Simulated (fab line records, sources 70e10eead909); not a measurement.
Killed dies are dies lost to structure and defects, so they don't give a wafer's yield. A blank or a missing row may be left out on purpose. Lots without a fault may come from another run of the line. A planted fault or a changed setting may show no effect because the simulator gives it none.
fab line records | flow nand_harc | part 2 of 2: steps 4 to 6 of 6
record lots=21 wafers=63 last_day=33
route steps=1302 shown P_GATE@124 P_CONTACT@240 P_M0@266
lots that met no fault: from a run of the same line without faults
start_h: hours from the record's first day to the start of the lot's first wafer shown | wait_h: hours since the lot's step before | " the same as in the row above | L1.1+2: a row that stands for several wafers | - no value, or no start given | * or withheld: withheld | < > ~ a bound
route shown NAME@n: a module of which the file shows steps, and the number in the route of the first | usual: mean/standard deviation of fault-free wafers | same: alike in all rows | chamber/n: place in a boat | sites: the reading at each site | _std_site: their standard deviation | _edge_site: outer sites' mean less inner sites' | radius_mm: how far each site lies from the wafer's centre | mask NAME#n: copy n | behind: the tool/chamber that last shaped the wafer | hold: why the lot was held/for how many hours/how that ended | device: the transistor (n, p or np) that didn't switch | end of line: the same wafers' tests at the end of the route | a step without rows: its recipe alone | killed: dies lost to structure and defects at the first sort, not the wafer's yield | map: a wafer's dies, x killed, . not, _ none there
set.NAME: the setting as run; set.NAME@STEP: as run at that earlier step | model.NAME: the simulator's own value behind a step, which no gauge read
steps of the route over a sample of lots; a table a step, a row a wafer
services: from which hour (start_h, from the record's first day; less than 0 if before it) a tool's chamber was out of use, for how many hours, and why
## steps
# step NHARC_P_M0_DESCUM_14
# recipe time_s=3 o2_flow_sccm=200 ar_flow_sccm=0 bias_power_w=0 chemistry=O2
# usual drypump_motor_current_A=5.85/0.3 oes_product_au=0.992/0.014 rf_vpp_V=57.7/0.91 showerhead_plenum_p_Torr=1.88/0.11 throttle_valve_pct=11.311/0.0089
# columns lot.wafer tool chamber start_h wait_h drypump_motor_current_A oes_product_au rf_hours_counter_h rf_vpp_V showerhead_plenum_p_Torr throttle_valve_pct
L074.1 rie_diel-02 3 131.80 0.1 5.86 0.986 10 57.4 1.81 11.293
L074.4 " 1 " " 5.69 0.988 13 57.6 1.81 11.307
L074.6 " 3 " " 5.84 0.990 - 58.3 1.81 11.307
L075.2 rie_diel-02 2 132.75 0.1 5.80 1.009 12 58.0 1.79 11.329
L075.1 " 0 " " 5.98 0.987 10 57.0 2.05 11.299
L075.5 " 3 " " 5.87 0.986 - 58.8 1.81 11.312
L076.1 rie_diel-02 3 151.01 0.1 5.84 0.974 13 56.3 1.81 11.324
L076.3 " 0 " " 5.96 0.982 12 58.5 2.05 11.304
L076.2 " 1 " " 5.69 0.982 17 56.5 1.81 11.314
L078.2 rie_diel-02 3 164.31 0.1 5.86 0.977 15 56.8 1.81 11.317
L078.5 " 3 " " 5.84 0.984 - 57.1 1.81 11.333
L078.6 " 2 " " 5.78 0.985 - 58.4 1.79 11.293
L077.1 rie_diel-02 2 164.47 0.1 5.81 0.988 17 56.4 1.79 11.295
L077.2 " 3 " " 5.85 0.986 15 58.9 1.81 11.306
L077.5 " 0 " " 5.98 0.992 - 58.4 2.05 11.322
L079.1 rie_diel-02 2 177.18 0.1 5.79 0.993 19 56.7 1.79 11.318
L079.6 " 2 " " 5.80 0.981 - 57.2 1.79 11.307
L079.5 " 0 " " 5.96 0.975 - 57.9 2.05 11.325
L081.2 rie_diel-01 1 190.16 0.1 6.40 0.981 51 58.7 1.99 11.300
L081.3 " 0 " " 5.02 1.014 53 57.1 1.91 11.316
L081.6 " 2 " " 5.70 1.023 - 56.8 1.86 11.298
L080.3 rie_diel-06 3 192.55 0.1 6.03 0.991 18 58.7 1.99 11.307
L080.4 " 3 " " 6.01 0.983 - 57.5 1.99 11.319
L080.6 " 1 " " 6.74 0.993 - 58.1 2.07 11.322
L083.2 rie_diel-06 2 212.19 0.1 5.23 0.984 25 57.5 1.78 11.314
L083.1 " 3 " " 6.00 0.985 27 57.1 1.98 11.294
L083.6 " 1 " " 6.76 0.995 - 57.9 2.07 11.306
L084.4 rie_diel-02 2 230.62 0.1 5.80 0.999 1 57.2 1.79 11.311
L084.3 " 1 " " 5.68 1.017 1 57.6 1.80 11.307
L084.5 " 2 " " 5.79 0.992 - 56.6 1.79 11.322
L086.3 rie_diel-02 3 237.59 0.1 5.86 0.973 2 56.5 1.81 11.292
L086.4 " 1 " " 5.68 1.019 1 58.0 1.80 11.313
L086.6 " 3 " " 5.85 0.975 - 57.6 1.81 11.307
L088.4 rie_diel-02 2 264.70 0.1 5.79 1.012 5 56.7 1.79 11.307
L088.1 " 0 " " 5.98 0.997 6 56.8 2.04 11.307
L088.3 " 1 " " 5.69 1.014 5 58.1 1.80 11.321
L089.1 rie_diel-02 3 268.84 0.1 5.84 0.967 6 56.5 1.81 11.309
L089.4 " 0 " " 5.98 0.998 6 56.4 2.04 11.307
L089.3 " 1 " " 5.69 1.003 6 57.0 1.80 11.315
L090.1 rie_diel-06 0 284.91 0.1 5.74 1.001 52 57.5 1.99 11.323
L090.3 " 1 " " 6.78 1.000 51 59.4 2.06 11.320
L090.4 " 2 " " 5.25 0.989 49 56.8 1.77 11.333
L091.3 rie_diel-02 3 294.83 0.1 5.86 0.977 9 57.3 1.80 11.314
L091.6 " 0 " " 5.97 0.999 - 56.9 2.04 11.304
L091.5 " 1 " " 5.68 1.004 - 57.8 1.80 11.314
L092.2 rie_diel-01 2 315.73 0.1 5.69 1.001 37 56.6 1.84 11.311
L092.1 " 0 " " 5.05 1.009 36 58.6 1.90 11.333
L092.5 " 2 " " 5.71 1.001 - 58.3 1.84 11.315
L093.1 rie_diel-02 2 320.01 0.1 5.81 0.993 11 58.0 1.79 11.315
L093.4 " 0 " " 5.95 0.996 12 56.8 2.04 11.315
L093.6 " 2 " " 5.82 0.986 - 57.2 1.79 11.307
L094.2 rie_diel-02 3 323.49 0.1 5.84 0.977 12 59.4 1.80 11.312
L094.1 " 0 " " 5.95 0.994 12 58.7 2.04 11.308
L094.5 " 1 " " 5.66 1.012 - 57.3 1.80 11.313
L095.4 rie_diel-01 2 338.70 0.1 5.70 1.003 43 56.6 1.84 11.310
L095.1 " 0 " " 5.04 1.003 42 56.5 1.90 11.325
L095.5 " 2 " " 5.69 1.010 - 57.3 1.84 11.316
L096.3 rie_diel-02 3 343.03 0.1 5.87 0.975 18 57.3 1.80 11.318
L096.2 " 1 " " 5.69 1.014 17 57.6 1.80 11.326
L096.4 " 2 " " 5.82 0.996 - 57.4 1.78 11.308
L097.3 rie_diel-02 3 347.55 0.1 5.85 0.983 19 56.7 1.80 11.309
L097.1 " 0 " " 5.99 0.988 17 60.3 2.04 11.315
L097.6 " 0 " " 5.99 0.980 - 57.7 2.04 11.318
# step NHARC_P_M0_STRIP_18
# recipe power_w=1000 n2_flow_sccm=150 h2_flow_sccm=150 ar_flow_sccm=0 bias_w=0 chemistry=N2/H2
# usual drypump_motor_current_A=5.8/0.4 h2_flow_sccm=150.0/0.43 oes_product_au=0.994/0.013 rf_vpp_V=90.6/1.1 showerhead_plenum_p_Torr=2.02/0.12 throttle_valve_pct=14.173/0.0096
# columns lot.wafer tool chamber start_h wait_h drypump_motor_current_A h2_flow_sccm oes_product_au rf_hours_counter_h rf_vpp_V showerhead_plenum_p_Torr throttle_valve_pct
L074.4 rie_diel-02 3 132.16 0.1 5.9 150.5 0.986 10 90.0 1.93 14.185
L074.1 " 2 " " 5.8 150.3 1.003 12 90.2 1.91 14.169
L074.6 " 3 " " 5.9 150.3 0.979 - 89.7 1.93 14.174
L075.1 rie_diel-02 0 133.28 0.2 6.0 150.2 0.983 10 91.1 2.19 14.180
L075.2 " 3 " " 5.8 149.8 0.984 11 90.7 1.93 14.169
L075.5 " 0 " " 6.0 150.1 0.993 - 92.7 2.19 14.144
L076.1 rie_diel-01 2 151.45 0.1 5.7 149.9 1.023 35 90.1 1.98 14.175
L076.2 " 3 " " 5.2 150.4 1.005 37 88.6 1.95 14.153
L076.3 " 0 " " 5.1 149.7 1.012 39 91.9 2.04 14.172
L078.2 rie_diel-06 0 164.77 0.1 5.7 150.2 1.000 5 90.1 2.14 14.188
L078.6 " 3 " " 6.0 150.2 0.993 - 91.7 2.12 14.170
L078.5 " 0 " " 5.8 150.1 1.000 - 90.4 2.14 14.186
L077.1 rie_diel-02 0 164.92 0.1 6.0 149.6 0.999 15 92.1 2.19 14.160
L077.2 " 2 " " 5.8 150.2 0.987 17 90.4 1.91 14.183
L077.5 " 3 " " 5.8 149.7 0.969 - 90.6 1.93 14.174
L079.1 rie_diel-02 2 177.59 0.1 5.8 149.5 0.989 19 92.4 1.91 14.180
L079.6 " 0 " " 6.0 150.0 0.985 - 91.8 2.18 14.159
L079.5 " 1 " " 5.7 149.9 0.980 - 89.4 1.92 14.165
L081.2 rie_diel-02 1 190.54 0.1 5.7 149.9 0.975 21 90.5 1.92 14.186
L081.3 " 2 " " 5.8 150.0 1.003 19 89.5 1.91 14.173
L081.6 " 1 " " 5.7 150.1 0.986 - 91.1 1.92 14.160
L080.3 rie_diel-01 1 193.06 0.1 6.4 150.6 0.970 52 91.6 2.12 14.174
L080.4 " 2 " " 5.7 149.4 1.020 51 91.0 1.98 14.159
L080.6 " 1 " " 6.4 150.9 0.966 - 92.5 2.12 14.180
L083.1 rie_diel-02 3 213.37 0.1 5.9 150.1 0.968 20 90.6 1.93 14.189
L083.2 " 0 " " 6.0 149.6 0.980 23 90.3 2.18 14.177
L083.6 " 2 " " 5.8 150.3 1.009 - 90.0 1.91 14.170
L084.3 rie_diel-02 3 231.05 0.1 5.9 150.1 0.979 1 90.4 1.92 14.184
L084.4 " 0 " " 6.0 149.6 0.994 1 91.8 2.18 14.154
L084.5 " 1 " " 5.7 149.9 1.020 - 89.2 1.92 14.181
L086.4 rie_diel-06 1 238.00 0.1 6.8 150.3 1.006 34 91.6 2.21 14.161
L086.3 " 2 " " 5.3 149.0 0.996 33 89.5 1.89 14.167
L086.6 " 0 " " 5.8 149.9 0.987 - 90.6 2.13 14.158
L088.1 rie_diel-02 0 265.10 0.1 6.0 148.9 0.996 6 92.3 2.18 14.178
L088.3 " 1 " " 5.7 149.8 1.019 6 89.4 1.92 14.161
L088.4 " 2 " " 5.8 150.2 1.003 5 88.9 1.90 14.185
L089.1 rie_diel-02 2 269.24 0.1 5.8 149.8 1.002 6 88.7 1.90 14.187
L089.4 " 3 " " 5.8 150.4 0.987 6 91.0 1.92 14.189
L089.3 " 0 " " 6.0 149.5 1.002 6 92.2 2.18 14.181
L090.3 rie_diel-06 0 285.28 0.1 5.8 149.3 0.981 52 91.3 2.12 14.161
L090.4 " 1 " " 6.8 150.3 0.992 51 91.8 2.20 14.188
L090.1 " 2 " " 5.3 150.3 0.995 49 90.1 1.89 14.162
L091.3 rie_diel-01 3 295.23 0.1 5.2 150.0 1.018 25 90.5 1.94 14.185
L091.6 " 3 " " 5.2 149.4 1.014 - 89.1 1.94 14.183
L091.5 " 0 " " 5.0 150.3 0.996 - 91.5 2.03 14.172
L092.2 rie_diel-02 2 316.13 0.1 5.8 150.3 0.996 11 89.8 1.90 14.176
L092.1 " 0 " " 6.0 149.4 0.988 11 90.9 2.18 14.186
L092.5 " 2 " " 5.8 149.6 1.006 - 88.8 1.90 14.162
L093.1 rie_diel-01 1 320.44 0.1 6.4 149.6 0.973 35 91.0 2.11 14.166
L093.4 " 2 " " 5.7 150.0 1.003 38 90.4 1.96 14.183
L093.6 " 3 " " 5.2 150.9 1.003 - 89.3 1.93 14.168
L094.2 rie_diel-06 1 323.85 0.1 6.7 149.6 0.976 2 91.7 2.20 14.174
L094.1 " 2 " " 5.2 150.3 0.995 2 90.9 2.22 14.166
L094.5 " 2 " " 5.2 149.6 0.985 - 92.0 2.22 14.175
L095.1 rie_diel-02 3 339.11 0.1 5.9 149.7 0.975 16 89.5 1.92 14.180
L095.4 " 2 " " 5.8 150.5 0.992 16 91.4 1.90 14.169
L095.5 " 3 " " 5.9 150.3 0.998 - 89.2 1.92 14.178
L096.2 rie_diel-02 2 343.43 0.1 5.8 149.6 0.996 17 89.3 1.90 14.167
L096.3 " 1 " " 5.7 150.1 1.005 17 89.9 1.91 14.180
L096.4 " 2 " " 5.8 149.5 0.999 - 89.5 1.90 14.166
L097.3 rie_diel-01 0 347.93 0.1 5.0 149.3 0.992 45 91.1 2.02 14.170
L097.1 " 2 " " 5.7 150.1 1.006 43 90.0 1.96 14.169
L097.6 " 0 " " 5.1 150.1 0.997 - 91.7 2.02 14.177
# step NHARC_P_M0_PVD_21
# recipe target_thk_a=300 chamber_pressure_pa=5 power_w=5000 substrate_temp_c=30 time_s=20.49 material=Cu
# usual throttle_valve_pct=29.5/0.91
# columns lot.wafer tool chamber start_h wait_h throttle_valve_pct
L074.1 pvd_sputter-01 - - - 29.8
L074.4 " - " " 28.0
L074.6 " - " " 29.7
L075.2 pvd_sputter-03 - - - 29.7
L075.1 " - " " 30.1
L075.5 " - " " 29.6
L076.1 pvd_sputter-01 - - - 29.8
L076.3 " - " " 29.8
L076.2 " - " " 29.5
L078.2 pvd_sputter-01 - - - 29.2
L078.5 " - " " 29.7
L078.6 " - " " 29.7
L077.1 pvd_sputter-02 - - - 30.7
L077.2 " - " " 28.5
L077.5 " - " " 31.3
L079.1 pvd_sputter-01 - - - 29.0
L079.6 " - " " 28.3
L079.5 " - " " 29.5
L081.2 pvd_sputter-03 - - - 29.9
L081.3 " - " " 29.0
L081.6 " - " " 29.6
L080.3 pvd_sputter-01 - - - 29.1
L080.4 " - " " 29.3
L080.6 " - " " 29.8
L083.1 pvd_sputter-03 - - - 29.4
L083.2 " - " " 29.7
L083.6 " - " " 29.4
L084.4 pvd_sputter-02 - - - 29.1
L084.3 " - " " 31.4
L084.5 " - " " 28.3
L086.4 pvd_sputter-01 - - - 29.2
L086.3 " - " " 29.6
L086.6 " - " " 29.6
L088.4 pvd_sputter-01 - - - 29.5
L088.3 " - " " 29.3
L088.1 " - " " 28.9
L089.1 pvd_sputter-03 - - - 29.5
L089.4 " - " " 29.4
L089.3 " - " " 29.4
L090.4 pvd_sputter-01 - - - 29.2
L090.1 " - " " 29.2
L090.3 " - " " 29.6
L091.3 pvd_sputter-02 - - - 29.3
L091.5 " - " " 30.4
L091.6 " - " " 29.3
L092.1 pvd_sputter-03 - - - 30.1
L092.2 " - " " 29.4
L092.5 " - " " 30.0
L093.4 pvd_sputter-02 - - - 27.4
L093.1 " - " " 31.3
L093.6 " - " " 27.4
L094.1 pvd_sputter-03 - - - 29.6
L094.2 " - " " 29.3
L094.5 " - " " 29.2
L095.1 pvd_sputter-02 - - - 31.7
L095.4 " - " " 30.2
L095.5 " - " " 27.5
L096.4 pvd_sputter-01 - - - 29.3
L096.3 " - " " 29.2
L096.2 " - " " 29.0
L097.1 pvd_sputter-02 - - - 31.5
L097.3 " - " " 29.0
L097.6 " - " " 31.8
## services
# columns tool chamber start_h hours kind
rie_diel-02 0 70.80 7.8 repair
rie_diel-05 - 76.20 1.9 repair
rie_diel-11 - 78.50 9.0 pm
rie_diel-13 3 95.20 3.8 repair
rie_diel-02 0 101.99 4.2 repair
rie_diel-07 - 117.20 9.0 pm
rie_diel-09 - 143.10 9.0 pm
rie_diel-02 2 147.35 5.7 repair
rie_diel-02 1 160.37 4.2 repair
rie_diel-05 - 161.51 0.4 repair
rie_diel-13 - 165.00 9.0 pm
rie_diel-02 3 174.88 22.7 repair
rie_diel-13 0 198.11 16.3 repair
rie_diel-13 1 204.12 13.5 repair
rie_diel-02 1 207.72 5.3 repair
pvd_sputter-01 - 212.40 9.8 repair
rie_diel-02 - 217.25 9.0 pm
pvd_sputter-01 - 226.00 10.0 pm
rie_diel-05 - 229.60 9.0 pm
rie_diel-07 - 294.20 9.0 pm
rie_diel-09 - 320.10 9.0 pm
rie_diel-09 - 334.83 0.2 repair
rie_diel-02 0 341.70 4.9 repair
rie_diel-13 - 342.00 9.0 pm
